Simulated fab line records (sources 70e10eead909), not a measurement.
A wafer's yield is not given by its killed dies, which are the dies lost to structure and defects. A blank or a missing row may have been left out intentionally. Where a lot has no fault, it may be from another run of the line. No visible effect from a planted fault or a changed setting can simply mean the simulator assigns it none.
Matching of chambers / flow nand harc / pecvd-02 running NHARC_P_M0_PRE_CLEAN_31: 3 sister chambers
The step time 12 s. 3 wafers are shown with their chamber, then 9 later ones without.

== EACH WAFER AND ITS CHAMBER ==
wafer=L081.4; chamber=2; heater power w (W)=581
wafer=L087.5; chamber=0; heater power w (W)=545
wafer=L087.6; chamber=1; heater power w (W)=798

== WAFERS WITHOUT THEIR CHAMBER ==
wafer=L091.1; heater power w (W)=558
wafer=L091.4; heater power w (W)=800
wafer=L091.5; heater power w (W)=604
wafer=L092.1; heater power w (W)=716
wafer=L092.2; heater power w (W)=609
wafer=L092.4; heater power w (W)=709
wafer=L097.2; heater power w (W)=554
wafer=L097.3; heater power w (W)=784
wafer=L097.5; heater power w (W)=561

== WHICH CHAMBER EACH ONE RAN IN ==
wafer=L091.1; from the rows above=can't be placed: 0 or 2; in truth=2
wafer=L091.4; from the rows above=1; in truth=1
wafer=L091.5; from the rows above=can't be placed: 2 or 0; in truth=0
wafer=L092.1; from the rows above=can't be placed: 1 or 2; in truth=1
wafer=L092.2; from the rows above=can't be placed: 2 or 0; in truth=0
wafer=L092.4; from the rows above=can't be placed: 1 or 2 or 0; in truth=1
wafer=L097.2; from the rows above=can't be placed: 0 or 2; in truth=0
wafer=L097.3; from the rows above=1; in truth=1
wafer=L097.5; from the rows above=can't be placed: 0 or 2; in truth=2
2 of 9 placed correctly. Can't be placed from these rows: 7 (the true chamber is among the candidates in 7). Wrongly placed: 0.
How it was worked out, from the rows above alone: a wafer's distance from a chamber is the root of the sum, over the readings, of the square of ((its reading less the chamber's mean) divided by the reading's scatter). If the next closest chamber is less than 2 further off than the closest, the wafer can't be placed; otherwise it belongs to the closest. Each chamber's mean is taken over the wafers shown for it. The scatter (one wafer shown for each chamber): square how far every hidden wafer sits from the nearest shown wafer, average those squares and take the square root.
